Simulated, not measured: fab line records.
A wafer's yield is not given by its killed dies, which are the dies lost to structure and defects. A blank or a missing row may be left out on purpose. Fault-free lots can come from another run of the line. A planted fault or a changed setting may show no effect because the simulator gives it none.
A single fault, viewed from 3 desks + flow n5Finfet + only its own numbers are on each desk; what lay behind them is given at the end
Where a reading is given only as a bound, like >300, the bound stands for it, and a mean or a difference that rests on one is marked > or <: the true number lies beyond.

THE DEFECT DESK
What the inspections along the route counted, lot by lot: means of the sampled wafers that have a number. Any lot whose mean is over 4 standard deviations away from the usual mean is out of limits and marked OUT; that distance is given in the brackets.
Columns: A = rawDefectCount at N5_MIM_TOP_LITHO_INSPECT_12, usual 2.1
| lot  | first seen here | A                      |
|------|-----------------|------------------------|
| L619 | day 11 14:38    | 0.7                    |
| L621 | day 12 00:34    | 2.7                    |
| L628 | day 14 07:16    | 3.3                    |
| L626 | day 14 17:23    | 2.7                    |
| L629 | day 14 21:31    | 3.0                    |
| L630 | day 15 11:23    | 2.0                    |
| L632 | day 15 23:29    | 2.3                    |
| L637 | day 16 16:35    | >101 (>+76) OUT        |
| L638 | day 16 17:08    | >201 (+99 or more) OUT |
| L639 | day 17 13:32    | >201 (+99 or more) OUT |
| L642 | day 18 08:31    | 3.3                    |
This desk's finding: out of limits on L637, L638, L639; first on L637, day 16 16:35 (rawDefectCount at N5_MIM_TOP_LITHO_INSPECT_12). L619, L621, L628, L626, L629, L630, L632, L642 stayed within limits.

AT THE METROLOGY DESK
Means of the sampled wafers that have a number, per lot and without regard to the tool the lot ran on: this is what the gauges read. Any lot whose mean is over 4 standard deviations away from the usual mean is out of limits and marked OUT; that distance is given in the brackets.
Columns: A = M15_THK at N5_BEOL_M15_THK_MEAS_50, usual 867 nm
| lot  | first seen here | A   |
|------|-----------------|-----|
| L619 | day 11 10:08    | 849 |
| L621 | day 11 19:46    | 869 |
| L628 | day 14 03:19    | 878 |
| L626 | day 14 13:04    | 857 |
| L629 | day 14 15:13    | 851 |
| L630 | day 15 06:08    | 863 |
| L632 | day 15 17:43    | 864 |
| L637 | day 16 10:52    | 865 |
| L638 | day 16 11:13    | 867 |
| L639 | day 17 10:29    | 886 |
| L642 | day 18 03:21    | 856 |
Finding of this desk: none of the 11 lots has anything out of limits.

TOOL OWNER'S DESK, pecvd-02
The tool's own readings at N5_PASSIVATION_PECVD_00 (deposits SiO2 from SiH4/N2O, target thk 200 nm, time 11.2 s): means of the sampled wafers that have a number, for each lot that ran on this tool. Any lot whose mean is over 4 standard deviations away from the usual mean is out of limits and marked OUT; that distance is given in the brackets.
Columns: A = heaterPowerOuterW at N5_PASSIVATION_PECVD_00, usual 338 W; B = heaterPowerW at N5_PASSIVATION_PECVD_00, usual 588 W; C = showerheadPlenumPTorr at N5_PASSIVATION_PECVD_00, usual 8.13 Torr; D = throttleValvePct at N5_PASSIVATION_PECVD_00, usual 51.5 %
| lot  | first seen here | A   | B   | C    | D    |
|------|-----------------|-----|-----|------|------|
| L626 | day 14 14:13    | 287 | 511 | 7.98 | 51.2 |
| L630 | day 15 07:17    | 284 | 517 | 8.08 | 51.5 |
| L632 | day 15 18:52    | 286 | 502 | 7.99 | 51.4 |
| L637 | day 16 12:01    | 325 | 558 | 8.10 | 51.5 |
| L638 | day 16 12:35    | 339 | 579 | 8.19 | 51.5 |
| L639 | day 17 11:38    | 361 | 619 | 8.18 | 51.7 |
Finding of this desk: none of the 6 lots has anything out of limits.

ALL TOGETHER
The defect desk could have raised an alarm at day 16 16:35, on L637, L638, L639.
Nothing out of limits was seen by the metrology desk.
The tool owner's desk saw nothing out of limits.
The metrology desk has L637, L638, L639 on record, within its limits.
Tool owner's desk: L637, L638, L639 on record, inside its limits.
All the named lots went through N5_PASSIVATION_PECVD_00 on pecvd-02.

WHAT THE SIMULATOR HAD INSERTED
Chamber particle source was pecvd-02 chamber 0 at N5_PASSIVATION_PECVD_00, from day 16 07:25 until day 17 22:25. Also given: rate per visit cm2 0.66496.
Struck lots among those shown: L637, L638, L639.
Hours from the fault's start to each desk's first reading out of limits: the defect desk, 9.
